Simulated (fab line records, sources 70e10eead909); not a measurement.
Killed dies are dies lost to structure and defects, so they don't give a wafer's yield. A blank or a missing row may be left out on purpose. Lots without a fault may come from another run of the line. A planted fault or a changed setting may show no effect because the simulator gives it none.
Chamber matching | flow nand_harc | NHARC_P_ZERO_WELL_DESCUM_54 on rie_diel-08: 4 sister chambers
The step chemistry O2, time 3 s. 14 wafers are shown with their chamber, then 7 later ones without.

WAFERS WITH THEIR CHAMBER
wafer  | chamber | drypump_motor_current_A (A) | oes_product_au (a.u.) | rf_vpp_V (V)
L075.2 | 3       | 5.2                         | 0.999                 | 58.1
L075.3 | 0       | 5.2                         | 1.018                 | 56.9
L075.4 | 1       | 5.9                         | 0.975                 | 57.3
L084.3 | 1       | 5.9                         | 0.982                 | 59.0
L084.4 | 3       | 5.3                         | 1.013                 | 57.7
L084.6 | 0       | 5.2                         | 0.998                 | 58.8
L085.2 | 0       | 5.2                         | 1.005                 | 56.7
L085.3 | 3       | 5.3                         | 1.020                 | 57.3
L085.6 | 0       | 5.2                         | 1.006                 | 56.3
L086.2 | 2       | 5.8                         | 0.988                 | 56.3
L086.3 | 0       | 5.2                         | 1.005                 | 57.6
L086.5 | 3       | 5.2                         | 1.010                 | 57.6
L090.3 | 3       | 5.3                         | 1.005                 | 58.5
L090.5 | 1       | 5.9                         | 0.980                 | 57.4

SIGNATURES (means of the wafers above)
reading                 | chamber 0 | chamber 1 | chamber 2 | chamber 3 | scatter within a chamber
drypump_motor_current_A | 5.200     | 5.900     | 5.800     | 5.260     | 0.0346
oes_product_au          | 1.00640   | 0.97900   | 0.98800   | 1.00940   | 0.00699
rf_vpp_V                | 57.260    | 57.900    | 56.300    | 57.840    | 0.809
Rule: a wafer's distance from a chamber is the root of the sum, over the readings, of the square of ((its reading less the chamber's mean) divided by the reading's scatter). The wafer belongs to the nearest chamber; if the next one is less than 2 further off, it can't be placed. The scatter: the root of (the sum of the squares of (reading less its chamber's mean) over the shown wafers, divided by (wafers less chambers)).

WAFERS WITHOUT THEIR CHAMBER
wafer  | drypump_motor_current_A (A) | oes_product_au (a.u.) | rf_vpp_V (V)
L090.6 | 5.8                         | 0.997                 | 56.8
L095.1 | 5.2                         | 0.996                 | 58.2
L095.5 | 5.2                         | 1.006                 | 58.2
L095.6 | 5.3                         | 1.024                 | 57.7
L097.1 | 5.3                         | 1.004                 | 58.5
L097.3 | 5.2                         | 1.015                 | 57.1
L097.6 | 5.2                         | 0.991                 | 59.7

WHICH CHAMBER EACH WENT THROUGH
wafer  | from the rows above     | in truth
L090.6 | 2                       | 2
L095.1 | can't be placed: 0 or 3 | 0
L095.5 | can't be placed: 0 or 3 | 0
L095.6 | can't be placed: 3 or 0 | 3
L097.1 | can't be placed: 3 or 0 | 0
L097.3 | can't be placed: 0 or 3 | 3
L097.6 | can't be placed: 0 or 3 | 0
Placed correctly: 1 of 7. Can't be placed from these rows: 6 (the true chamber is among the candidates in 6). Placed wrongly: 0.
